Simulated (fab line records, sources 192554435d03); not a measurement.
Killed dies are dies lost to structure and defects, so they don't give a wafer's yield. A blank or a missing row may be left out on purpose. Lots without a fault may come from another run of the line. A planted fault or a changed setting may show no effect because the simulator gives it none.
fab line records | flow n5_finfet
record lots=14 wafers=42 last_day=17
route steps=1938 shown DUMMY_GATE@234 SPACER0@261 SD_EPI_N@267
lots that met no fault: from a run of the same line without faults
start_h: hours from the record's first day to the start of the lot's first wafer shown | wait_h: hours since the lot's step before | " the same as in the row above | L1.1+2: a row that stands for several wafers | - no value, or no start given | * or withheld: withheld | < > ~ a bound
route shown NAME@n: a module of which the file shows steps, and the number in the route of the first | usual: mean/standard deviation of fault-free wafers | same: alike in all rows | chamber/n: place in a boat | sites: the reading at each site | _std_site: their standard deviation | _edge_site: outer sites' mean less inner sites' | radius_mm: how far each site lies from the wafer's centre | mask NAME#n: copy n | behind: the tool/chamber that last shaped the wafer | hold: why the lot was held/for how many hours/how that ended | device: the transistor (n, p or np) that didn't switch | end of line: the same wafers' tests at the end of the route | a step without rows: its recipe alone | killed: dies lost to structure and defects at the first sort, not the wafer's yield | map: a wafer's dies, x killed, . not, _ none there
set.NAME: the setting as run; set.NAME@STEP: as run at that earlier step | model.NAME: the simulator's own value behind a step, which no gauge read
steps of the route over a sample of lots; a table a step, a row a wafer
services: from which hour (start_h, from the record's first day; less than 0 if before it) a tool's chamber was out of use, for how many hours, and why
## steps
# step N5_DUMMY_GATE_DESCUM_20
# recipe chemistry=O2 time_s=6.2 source_power_w=50 bias_power_w=20 pressure_mtorr=20 rf_frequency_hz=2.712e+07 temp_c=40 resist=CAR-EUV o2_flow_sccm=225
# usual drypump_motor_current_A=5.8/0.41 oes_product_au=0.81/0.1 rf_fwd_power_W=49.66/0.16 rf_vpp_V=243.6/1.5 showerhead_plenum_p_Torr=2.12/0.079 throttle_valve_pct=20.38/0.24
# columns lot.wafer tool chamber start_h wait_h drypump_motor_current_A oes_product_au rf_fwd_power_W rf_hours_counter_h rf_vpp_V showerhead_plenum_p_Torr throttle_valve_pct
L154.3 rie_diel-03 3 44.48 0.0 5.3 0.69 49.82 206 242.8 2.07 20.70
L154.4 " 2 " " 5.3 0.79 49.74 101 241.3 2.03 20.45
L154.5 " 3 " " 5.3 0.70 49.54 - 243.4 2.07 20.69
L155.2 rie_diel-03 2 55.22 0.0 5.3 0.79 49.66 104 242.4 2.03 20.46
L155.3 " 3 " " 5.3 0.69 49.41 210 242.6 2.07 20.71
L155.5 " 3 " " 5.4 0.70 49.58 - 241.5 2.07 20.71
L156.2 rie_diel-06 3 58.64 0.0 5.8 0.89 49.71 41 245.2 2.22 20.10
L156.4 " 0 " " 5.9 0.69 49.92 - 243.7 2.08 20.55
L156.6 " 1 " " 6.1 0.68 49.65 - 244.0 2.15 20.39
L157.2 rie_diel-02 3 63.87 0.1 5.6 0.68 49.74 233 240.9 1.99 20.61
L157.4 " 2 " " 6.2 0.77 49.81 154 242.0 2.00 20.68
L157.5 " 1 " " 6.2 0.79 49.64 - 244.3 2.19 20.05
L158.3 rie_diel-06 2 69.54 0.0 5.2 1.00 49.54 2 244.4 2.15 20.33
L158.4 " 1 " " 6.2 0.67 49.69 245 243.2 2.15 20.40
L158.5 " 1 " " 6.2 0.67 49.75 - 242.9 2.15 20.38
L159.1 rie_diel-02 1 77.64 0.3 6.2 0.78 49.92 124 245.8 2.19 20.06
L159.2 " 0 " " 6.0 0.89 49.77 39 246.7 2.22 20.06
L159.6 " 3 " " 5.6 0.68 49.49 - 241.7 1.98 20.60
L160.1 rie_diel-02 1 83.62 0.0 6.2 0.77 49.75 125 245.4 2.19 20.05
L160.2 " 0 " " 6.0 0.89 49.76 41 244.7 2.22 20.07
L160.5 " 0 " " 6.0 0.89 49.63 - 246.2 2.22 20.05
L162.1 rie_diel-06 3 94.12 0.8 5.8 0.86 49.57 55 245.1 2.22 20.14
L162.3 " 2 " " 5.2 0.94 49.37 11 242.2 2.15 20.36
L162.6 " 2 " " 5.2 0.94 49.54 - 243.4 2.15 20.37
L164.2 rie_diel-06 3 107.10 0.0 5.8 0.87 49.71 62 243.0 2.22 20.15
L164.3 " 3 " " 5.8 0.86 49.66 - 246.8 2.22 20.13
L164.6 " 3 " " 5.8 0.86 49.77 - 245.0 2.22 20.14
L173.2 rie_diel-06 3 161.24 0.3 5.9 0.84 49.74 81 244.0 2.21 20.17
L173.4 " 0 " " 6.0 0.67 49.91 235 243.0 2.06 20.58
L173.6 " 2 " " 5.2 0.89 49.62 - 243.5 2.14 20.38
L174.1 rie_diel-02 1 166.12 0.0 6.3 0.76 49.73 146 245.4 2.18 20.08
L174.5 " 1 " " 6.3 0.76 49.69 - 244.5 2.18 20.08
L174.6 " 2 " " 6.2 0.75 49.47 - 242.1 1.99 20.74
L175.2 rie_diel-03 1 172.88 0.0 6.0 0.75 49.37 162 244.6 2.18 20.66
L175.4 " 2 " " 5.3 0.75 49.55 143 241.5 2.01 20.53
L175.6 " 2 " " 5.3 0.76 49.44 - 240.2 2.01 20.52
L176.1 rie_diel-02 0 178.10 0.0 6.0 0.84 49.73 71 244.5 2.21 20.11
L176.2 " 2 " " 6.2 0.74 49.56 187 240.8 1.99 20.74
L176.6 " 3 " " 5.6 0.97 50.01 - 244.2 2.24 20.27
L177.2 rie_diel-02 1 184.29 0.8 6.2 0.75 49.92 152 244.5 2.18 20.10
L177.3 " 3 " " 5.6 0.96 49.81 9 246.1 2.24 20.30
L177.5 " 2 " " 6.2 0.74 49.89 - 241.6 1.99 20.75
# step N5_DUMMY_GATE_ETCH_23
# recipe chemistry=HBr/Cl2/O2 HBr_flow_sccm=150 Cl2_flow_sccm=80 O2_flow_sccm=12 bias_w=102 target_depth_a=410 time_s=22.3 target=poly-Si mask_material=SiO2 pressure_mtorr=10 icp_w=800
# usual drypump_motor_current_A=5.7/0.38 oes_product_au=0.989/0.015 rf_fwd_power_W=795/3.2 throttle_valve_pct=37.23/0.25
# columns lot.wafer tool chamber start_h wait_h drypump_motor_current_A oes_product_au rf_fwd_power_W rf_hours_counter_h throttle_valve_pct
L154.3 rie_si-06 3 45.22 0.0 5.4 0.956 795 85 37.66
L154.4 " 0 " " 6.3 0.997 797 4 37.43
L154.5 " 3 " " 5.5 0.972 799 - 37.64
L155.2 rie_si-01 1 55.93 0.0 5.2 0.970 795 125 37.31
L155.3 " 3 " " 5.9 0.967 794 196 36.85
L155.5 " 2 " " 6.3 0.989 793 - 37.34
L156.2 rie_si-06 3 59.35 0.0 5.4 0.979 798 86 37.66
L156.4 " 0 " " 6.3 1.022 799 5 37.43
L156.6 " 3 " " 5.5 0.980 794 - 37.64
L157.2 rie_si-05 3 64.63 0.0 5.8 0.984 795 21 37.31
L157.4 " 1 " " 5.4 0.996 801 28 37.22
L157.5 " 2 " " 5.9 0.963 800 - 37.14
L158.3 rie_si-06 3 70.24 0.0 5.4 0.971 796 86 37.66
L158.4 " 2 " " 5.7 0.984 795 10 36.73
L158.5 " 3 " " 5.4 0.979 795 - 37.65
L159.1 rie_si-01 0 78.37 0.0 5.0 0.999 802 194 37.27
L159.2 " 1 " " 5.2 0.959 792 126 37.30
L159.6 " 0 " " 5.0 1.004 801 - 37.28
L160.1 rie_si-05 2 84.49 0.0 5.9 0.972 794 68 37.13
L160.2 " 0 " " 5.7 0.984 790 14 36.81
L160.5 " 2 " " 5.9 0.992 790 - 37.12
L162.1 rie_si-05 1 95.10 0.0 5.3 1.006 794 28 37.21
L162.3 " 3 " " 5.8 0.980 791 22 37.32
L162.6 " 2 " " 5.9 0.965 800 - 37.13
L164.2 rie_si-06 2 107.91 0.0 5.7 0.978 800 10 36.73
L164.3 " 3 " " 5.4 0.970 795 87 37.66
L164.6 " 0 " " 6.3 0.990 796 - 37.43
L173.2 rie_si-01 1 161.96 0.0 5.1 0.984 788 127 37.30
L173.4 " 1 " " 5.2 0.976 792 - 37.32
L173.6 " 2 " " 6.3 1.007 789 - 37.35
L174.1 rie_si-06 0 166.82 0.0 6.3 1.004 799 7 37.45
L174.5 " 3 " " 5.4 0.970 798 - 37.65
L174.6 " 0 " " 6.3 1.005 796 - 37.43
L175.2 rie_si-01 1 173.66 0.0 5.2 0.979 791 127 37.31
L175.4 " 1 " " 5.2 0.968 789 - 37.30
L175.6 " 3 " " 5.9 1.003 792 - 37.13
L176.1 rie_si-01 2 178.80 0.0 6.3 1.009 792 1 37.36
L176.2 " 0 " " 5.0 1.015 798 0 37.10
L176.6 " 0 " " 5.0 1.012 797 - 37.10
L177.2 rie_si-06 0 185.27 0.0 6.4 1.008 799 7 37.44
L177.3 " 3 " " 5.4 0.978 796 88 37.65
L177.5 " 1 " " 5.7 1.002 794 - 37.43
# step N5_SPACER0_INSPECT_04
# recipe inspect_instrument=darkfield mode=post_dep
# usual raw_defect_count=129/30
# columns lot.wafer tool chamber start_h wait_h raw_defect_count
L154.3 defect_inspect-02 - 46.29 0.1 186
L154.4 " - " " 118
L154.5 " - " " 94
L155.2 defect_inspect-02 - 58.56 0.1 153
L155.3 " - " " 146
L155.5 " - " " 198
L156.2 defect_inspect-01 - 60.52 0.1 75
L156.4 " - " " 79
L156.6 " - " " 86
L157.2 defect_inspect-01 - 65.84 0.1 169
L157.4 " - " " 179
L157.5 " - " " 146
L158.3 defect_inspect-02 - 71.30 0.1 183
L158.4 " - " " 156
L158.5 " - " " 166
L159.1 defect_inspect-01 - 80.72 0.1 126
L159.2 " - " " 117
L159.6 " - " " 120
L160.1 defect_inspect-01 - 85.59 0.1 159
L160.2 " - " " 120
L160.5 " - " " 97
L162.1 defect_inspect-01 - 96.18 0.1 125
L162.3 " - " " 103
L162.6 " - " " 180
L164.2 defect_inspect-02 - 110.57 0.1 142
L164.3 " - " " 85
L164.6 " - " " 120
L173.2 defect_inspect-02 - 163.09 0.1 124
L173.4 " - " " 149
L173.6 " - " " 174
L174.1 defect_inspect-02 - 167.93 0.1 110
L174.5 " - " " 124
L174.6 " - " " 93
L175.2 defect_inspect-02 - 174.73 0.1 109
L175.4 " - " " 126
L175.6 " - " " 115
L176.1 defect_inspect-02 - 181.01 0.1 167
L176.2 " - " " 124
L176.6 " - " " 119
L177.2 defect_inspect-01 - 191.32 0.1 171
L177.3 " - " " 102
L177.5 " - " " 108
# step N5_SD_EPI_N_EXPOSE_06
# recipe mask_id=SD_N_BLK na=1.35 source_shape=conventional sigma_outer=0.8 polarization=unpolarized target_cd_nm=120 dose_mj=39.75
# usual exposure_dose_mJ_cm2=39.73/0.043 focus_offset_nm=0.1/0.51 na=1.35/0
# columns lot.wafer tool chamber start_h wait_h mask exposure_dose_mJ_cm2 focus_offset_nm na
L154.3 arfi_scanner-01 0 46.58 - SD_N_BLK#0 39.77 0.4 1.35
L154.4 " 0 " " SD_N_BLK#0 39.66 -0.2 1.35
L154.5 " 0 " " SD_N_BLK#0 39.65 0.0 1.35
L155.2 arfi_scanner-02 0 58.84 - SD_N_BLK#0 39.66 0.6 1.35
L155.3 " 0 " " SD_N_BLK#0 39.73 1.3 1.35
L155.5 " 0 " " SD_N_BLK#0 39.71 0.4 1.35
L156.2 arfi_scanner-01 0 60.80 - SD_N_BLK#0 39.76 -0.1 1.35
L156.4 " 0 " " SD_N_BLK#0 39.75 0.2 1.35
L156.6 " 0 " " SD_N_BLK#0 39.75 -0.2 1.35
L157.2 arfi_scanner-03 0 66.12 - SD_N_BLK#0 39.69 0.2 1.35
L157.4 " 0 " " SD_N_BLK#0 39.73 0.4 1.35
L157.5 " 0 " " SD_N_BLK#0 39.70 0.3 1.35
L158.3 arfi_scanner-01 0 71.58 - SD_N_BLK#0 39.74 0.5 1.35
L158.4 " 0 " " SD_N_BLK#0 39.75 0.8 1.35
L158.5 " 0 " " SD_N_BLK#0 39.76 0.9 1.35
L159.1 arfi_scanner-01 0 80.87 - SD_N_BLK#0 39.78 -0.2 1.35
L159.2 " 0 " " SD_N_BLK#0 39.72 0.1 1.35
L159.6 " 0 " " SD_N_BLK#0 39.78 0.7 1.35
L160.1 arfi_scanner-03 0 85.87 - SD_N_BLK#0 39.73 -0.6 1.35
L160.2 " 0 " " SD_N_BLK#0 39.75 0.0 1.35
L160.5 " 0 " " SD_N_BLK#0 39.73 -0.1 1.35
L162.1 arfi_scanner-01 0 96.45 - SD_N_BLK#0 39.79 -0.6 1.35
L162.3 " 0 " " SD_N_BLK#0 39.74 0.3 1.35
L162.6 " 0 " " SD_N_BLK#0 39.74 0.2 1.35
L164.2 arfi_scanner-02 0 110.73 - SD_N_BLK#0 39.81 -0.3 1.35
L164.3 " 0 " " SD_N_BLK#0 39.79 -0.2 1.35
L164.6 " 0 " " SD_N_BLK#0 39.80 -0.3 1.35
L173.2 arfi_scanner-01 - 163.24 - SD_N_BLK#0 - - -
L173.4 " - " " SD_N_BLK#0 - - -
L173.6 " - " " SD_N_BLK#0 - - -
L174.1 arfi_scanner-01 - 168.08 - SD_N_BLK#0 - - -
L174.5 " - " " SD_N_BLK#0 - - -
L174.6 " - " " SD_N_BLK#0 - - -
L175.2 arfi_scanner-01 0 174.88 - SD_N_BLK#0 39.78 0.1 1.35
L175.4 " 0 " " SD_N_BLK#0 39.78 -0.1 1.35
L175.6 " 0 " " SD_N_BLK#0 39.77 -0.1 1.35
L176.1 arfi_scanner-02 0 181.28 - SD_N_BLK#0 39.72 0.6 1.35
L176.2 " 0 " " SD_N_BLK#0 39.72 0.6 1.35
L176.6 " 0 " " SD_N_BLK#0 39.77 0.2 1.35
L177.2 arfi_scanner-02 0 191.47 - SD_N_BLK#0 39.75 0.4 1.35
L177.3 " 0 " " SD_N_BLK#0 39.72 -0.2 1.35
L177.5 " 0 " " SD_N_BLK#0 39.74 -0.4 1.35
## services
# columns tool chamber start_h hours kind
rie_diel-02 3 21.33 9.5 repair
rie_si-06 - 28.38 1.0 repair
arfi_scanner-01 - 37.63 1.0 repair
arfi_scanner-01 - 52.90 1.3 pm
arfi_scanner-02 - 54.01 0.4 repair
rie_si-01 1 60.09 4.1 repair
arfi_scanner-02 - 62.89 1.3 pm
arfi_scanner-01 - 69.12 1.0 pm
arfi_scanner-01 - 74.39 2.6 repair
rie_si-06 0 87.43 6.4 repair
rie_diel-06 0 88.86 4.1 repair
rie_diel-02 1 113.73 15.6 repair
arfi_scanner-01 - 115.65 1.2 repair
rie_diel-06 2 117.42 1.2 repair
arfi_scanner-02 - 125.63 1.0 pm
arfi_scanner-01 - 135.37 1.0 pm
arfi_scanner-02 - 136.83 0.8 pm
rie_si-01 2 139.12 2.8 repair
arfi_scanner-01 - 153.17 0.8 pm
rie_diel-02 3 153.75 1.5 repair
arfi_scanner-01 - 178.40 1.3 pm
rie_diel-06 - 179.18 14.6 pm
rie_si-06 3 185.94 30.7 repair
arfi_scanner-02 - 188.39 1.3 pm
## key
first_sign step=N5_SD_EPI_N_EXPOSE_06 reading=tool_record direction=missing
effect none on later readings
met_at N5_SD_EPI_N_EXPOSE_06
struck_lots L173,L174
later_rows_left_out L173.2,L173.4,L173.6,L174.1,L174.5,L174.6
sort_left_out L173.2,L173.4,L173.6,L174.1,L174.5,L174.6
not_acting_at N5_DUMMY_GATE_DESCUM_20,N5_DUMMY_GATE_ETCH_23,N5_SPACER0_INSPECT_04
onset_between 96.45 163.24
fault kind=skipped_step_whole tool=arfi_scanner-01 chamber=- onset_h=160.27 steps=N5_SD_EPI_N_EXPOSE_06 scope=struck_lots_only
# sort_left_out: the simulated sort isn't trusted on such a fault, so these wafers' sort isn't shown, and their yield isn't known
# later_rows_left_out: the simulator's readings of these wafers behind a module that went badly wrong aren't trusted and aren't shown, but for the sort
